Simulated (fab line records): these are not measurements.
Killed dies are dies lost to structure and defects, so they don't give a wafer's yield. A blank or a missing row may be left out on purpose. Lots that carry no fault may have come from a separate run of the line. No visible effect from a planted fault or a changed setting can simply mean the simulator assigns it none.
Chamber matching / flow n5 finfet / 4 sister chambers for N5_BEOL_M11_STRIP_67 on rie diel-02
The step strips in CF4. 4 wafers are shown with their chamber, then 8 later ones without.

WAFERS, EACH WITH ITS CHAMBER
wafer=L076.6; chamber=2; showerhead plenum p Torr (Torr)=1.79
wafer=L080.2; chamber=0; showerhead plenum p Torr (Torr)=1.77
wafer=L080.6; chamber=1; showerhead plenum p Torr (Torr)=1.74
wafer=L088.2; chamber=3; showerhead plenum p Torr (Torr)=1.73

WAFERS MISSING THEIR CHAMBER
wafer=L088.3; showerhead plenum p Torr (Torr)=1.73
wafer=L088.5; showerhead plenum p Torr (Torr)=1.77
wafer=L090.1; showerhead plenum p Torr (Torr)=1.77
wafer=L090.5; showerhead plenum p Torr (Torr)=1.73
wafer=L090.6; showerhead plenum p Torr (Torr)=1.77
wafer=L097.1; showerhead plenum p Torr (Torr)=1.72
wafer=L097.4; showerhead plenum p Torr (Torr)=1.73
wafer=L097.5; showerhead plenum p Torr (Torr)=1.73

WHICH CHAMBER EACH WENT THROUGH
wafer=L088.3; from the rows above=3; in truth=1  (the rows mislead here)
wafer=L088.5; from the rows above=0; in truth=0
wafer=L090.1; from the rows above=0; in truth=0
wafer=L090.5; from the rows above=3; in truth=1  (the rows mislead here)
wafer=L090.6; from the rows above=0; in truth=0
wafer=L097.1; from the rows above=3; in truth=3
wafer=L097.4; from the rows above=3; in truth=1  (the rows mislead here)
wafer=L097.5; from the rows above=3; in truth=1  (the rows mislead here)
Correctly placed: 4 of 8. Can't be placed from these rows: 0. Placed wrongly: 4.
How it was worked out, from the rows above alone: a wafer's distance from a chamber is the root of the sum, over the readings, of the square of ((its reading less the chamber's mean) divided by the reading's scatter). The wafer belongs to the nearest chamber; if the next one is less than 2 further off, it can't be placed. Each chamber's mean is taken over the wafers shown for it. The scatter (one wafer shown for each chamber): square how far every hidden wafer sits from the nearest shown wafer, average those squares and take the square root.
